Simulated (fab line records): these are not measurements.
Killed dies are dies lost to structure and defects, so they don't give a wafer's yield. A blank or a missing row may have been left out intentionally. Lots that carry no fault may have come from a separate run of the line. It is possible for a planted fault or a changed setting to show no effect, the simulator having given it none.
Chamber matching :: flow nand_harc :: 4 sister chambers for NHARC_P_M0_DESCUM_14 on rie_diel-04
The step chemistry O2, time 3 s. 27 wafers are shown with their chamber, then 12 later ones without.

WAFERS, EACH WITH ITS CHAMBER
wafer: L075.1
chamber: 2
drypump_motor_current_A (A): 5.99
showerhead_plenum_p_Torr (Torr): 2.04
oes_product_au (a.u.): 1.006

wafer: L075.4
chamber: 1
drypump_motor_current_A (A): 6.13
showerhead_plenum_p_Torr (Torr): 1.95
oes_product_au (a.u.): 1.011

wafer: L075.6
chamber: 2
drypump_motor_current_A (A): 6.01
showerhead_plenum_p_Torr (Torr): 2.04
oes_product_au (a.u.): 1.005

wafer: L075.2
chamber: 0
drypump_motor_current_A (A): 6.41
showerhead_plenum_p_Torr (Torr): 1.94
oes_product_au (a.u.): 1.002

wafer: L075.3
chamber: 3
drypump_motor_current_A (A): 5.98
showerhead_plenum_p_Torr (Torr): 2.03
oes_product_au (a.u.): 0.999

wafer: L075.5
chamber: 3
drypump_motor_current_A (A): 5.97
showerhead_plenum_p_Torr (Torr): 2.03
oes_product_au (a.u.): 1.002

wafer: L077.2
chamber: 0
drypump_motor_current_A (A): 6.39
showerhead_plenum_p_Torr (Torr): 1.94
oes_product_au (a.u.): 1.005

wafer: L077.4
chamber: 1
drypump_motor_current_A (A): 6.10
showerhead_plenum_p_Torr (Torr): 1.95
oes_product_au (a.u.): 1.004

wafer: L077.6
chamber: 2
drypump_motor_current_A (A): 6.00
showerhead_plenum_p_Torr (Torr): 2.04
oes_product_au (a.u.): 1.008

wafer: L079.2
chamber: 2
drypump_motor_current_A (A): 5.99
showerhead_plenum_p_Torr (Torr): 2.03
oes_product_au (a.u.): 1.004

wafer: L079.5
chamber: 1
drypump_motor_current_A (A): 6.11
showerhead_plenum_p_Torr (Torr): 1.95
oes_product_au (a.u.): 1.007

wafer: L079.6
chamber: 2
drypump_motor_current_A (A): 6.00
showerhead_plenum_p_Torr (Torr): 2.03
oes_product_au (a.u.): 1.008

wafer: L082.1
chamber: 3
drypump_motor_current_A (A): 5.98
showerhead_plenum_p_Torr (Torr): 2.03
oes_product_au (a.u.): 1.000

wafer: L082.5
chamber: 1
drypump_motor_current_A (A): 6.11
showerhead_plenum_p_Torr (Torr): 1.95
oes_product_au (a.u.): 1.006

wafer: L082.6
chamber: 0
drypump_motor_current_A (A): 6.40
showerhead_plenum_p_Torr (Torr): 1.93
oes_product_au (a.u.): 0.989

wafer: L086.1
chamber: 0
drypump_motor_current_A (A): 6.43
showerhead_plenum_p_Torr (Torr): 1.93
oes_product_au (a.u.): 0.989

wafer: L086.5
chamber: 2
drypump_motor_current_A (A): 5.99
showerhead_plenum_p_Torr (Torr): 2.03
oes_product_au (a.u.): 0.990

wafer: L086.6
chamber: 1
drypump_motor_current_A (A): 6.11
showerhead_plenum_p_Torr (Torr): 1.95
oes_product_au (a.u.): 1.004

wafer: L088.1
chamber: 1
drypump_motor_current_A (A): 6.13
showerhead_plenum_p_Torr (Torr): 1.94
oes_product_au (a.u.): 1.004

wafer: L088.4
chamber: 0
drypump_motor_current_A (A): 6.39
showerhead_plenum_p_Torr (Torr): 1.93
oes_product_au (a.u.): 0.977

wafer: L088.6
chamber: 1
drypump_motor_current_A (A): 6.12
showerhead_plenum_p_Torr (Torr): 1.94
oes_product_au (a.u.): 1.010

wafer: L089.2
chamber: 1
drypump_motor_current_A (A): 6.12
showerhead_plenum_p_Torr (Torr): 1.94
oes_product_au (a.u.): 1.014

wafer: L089.3
chamber: 2
drypump_motor_current_A (A): 6.00
showerhead_plenum_p_Torr (Torr): 2.03
oes_product_au (a.u.): 0.992

wafer: L089.6
chamber: 3
drypump_motor_current_A (A): 5.99
showerhead_plenum_p_Torr (Torr): 2.02
oes_product_au (a.u.): 1.006

wafer: L087.1
chamber: 2
drypump_motor_current_A (A): 6.00
showerhead_plenum_p_Torr (Torr): 2.03
oes_product_au (a.u.): 1.000

wafer: L087.4
chamber: 3
drypump_motor_current_A (A): 5.97
showerhead_plenum_p_Torr (Torr): 2.02
oes_product_au (a.u.): 0.997

wafer: L087.6
chamber: 1
drypump_motor_current_A (A): 6.13
showerhead_plenum_p_Torr (Torr): 1.94
oes_product_au (a.u.): 1.008

SIGNATURES, as means of the wafers listed above
reading: drypump_motor_current_A
chamber 0: 6.4040
chamber 1: 6.1178
chamber 2: 5.9975
chamber 3: 5.9780
scatter within a chamber: 0.0108

reading: showerhead_plenum_p_Torr
chamber 0: 1.9340
chamber 1: 1.9456
chamber 2: 2.0337
chamber 3: 2.0260
scatter within a chamber: 0.00531

reading: oes_product_au
chamber 0: 0.99240
chamber 1: 1.00756
chamber 2: 1.00162
chamber 3: 1.00080
scatter within a chamber: 0.00661
Rule: a wafer's distance from a chamber is the root of the sum, over the readings, of the square of ((its reading less the chamber's mean) divided by the reading's scatter). The wafer belongs to the nearest chamber; if the next one is less than 2 further off, it can't be placed. The scatter: take each reading less its chamber's mean, square it, sum over the shown wafers, divide by the number of wafers less the number of chambers, and take the root.

WAFERS WITH NO CHAMBER GIVEN
wafer: L092.3
drypump_motor_current_A (A): 6.13
showerhead_plenum_p_Torr (Torr): 1.94
oes_product_au (a.u.): 1.002

wafer: L092.4
drypump_motor_current_A (A): 6.41
showerhead_plenum_p_Torr (Torr): 1.93
oes_product_au (a.u.): 0.987

wafer: L092.6
drypump_motor_current_A (A): 5.99
showerhead_plenum_p_Torr (Torr): 2.03
oes_product_au (a.u.): 0.992

wafer: L093.2
drypump_motor_current_A (A): 6.38
showerhead_plenum_p_Torr (Torr): 1.93
oes_product_au (a.u.): 0.995

wafer: L093.4
drypump_motor_current_A (A): 6.14
showerhead_plenum_p_Torr (Torr): 1.94
oes_product_au (a.u.): 1.006

wafer: L093.5
drypump_motor_current_A (A): 6.01
showerhead_plenum_p_Torr (Torr): 2.03
oes_product_au (a.u.): 0.979

wafer: L094.1
drypump_motor_current_A (A): 5.97
showerhead_plenum_p_Torr (Torr): 2.02
oes_product_au (a.u.): 1.003

wafer: L094.3
drypump_motor_current_A (A): 6.12
showerhead_plenum_p_Torr (Torr): 1.94
oes_product_au (a.u.): 0.998

wafer: L094.4
drypump_motor_current_A (A): 5.98
showerhead_plenum_p_Torr (Torr): 2.02
oes_product_au (a.u.): 0.986

wafer: L096.1
drypump_motor_current_A (A): 5.99
showerhead_plenum_p_Torr (Torr): 2.02
oes_product_au (a.u.): 1.007

wafer: L096.3
drypump_motor_current_A (A): 6.37
showerhead_plenum_p_Torr (Torr): 1.93
oes_product_au (a.u.): 0.999

wafer: L096.6
drypump_motor_current_A (A): 6.01
showerhead_plenum_p_Torr (Torr): 2.02
oes_product_au (a.u.): 0.990

WHICH CHAMBER EACH WENT THROUGH
wafer: L092.3
from the rows above: 1
in truth: 1

wafer: L092.4
from the rows above: 0
in truth: 0

wafer: L092.6
from the rows above: can't be placed: 2 or 3
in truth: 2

wafer: L093.2
from the rows above: 0
in truth: 0

wafer: L093.4
from the rows above: 1
in truth: 1

wafer: L093.5
from the rows above: can't be placed: 2 or 3
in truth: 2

wafer: L094.1
from the rows above: 3
in truth: 3

wafer: L094.3
from the rows above: 1
in truth: 1

wafer: L094.4
from the rows above: can't be placed: 3 or 2
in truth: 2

wafer: L096.1
from the rows above: can't be placed: 3 or 2
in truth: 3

wafer: L096.3
from the rows above: 0
in truth: 0

wafer: L096.6
from the rows above: can't be placed: 2 or 3
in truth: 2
Correct placement for 7 of the 12. Cannot be placed on the basis of these rows: 5; the candidates contain the true chamber in 5. Wrongly placed: 0.
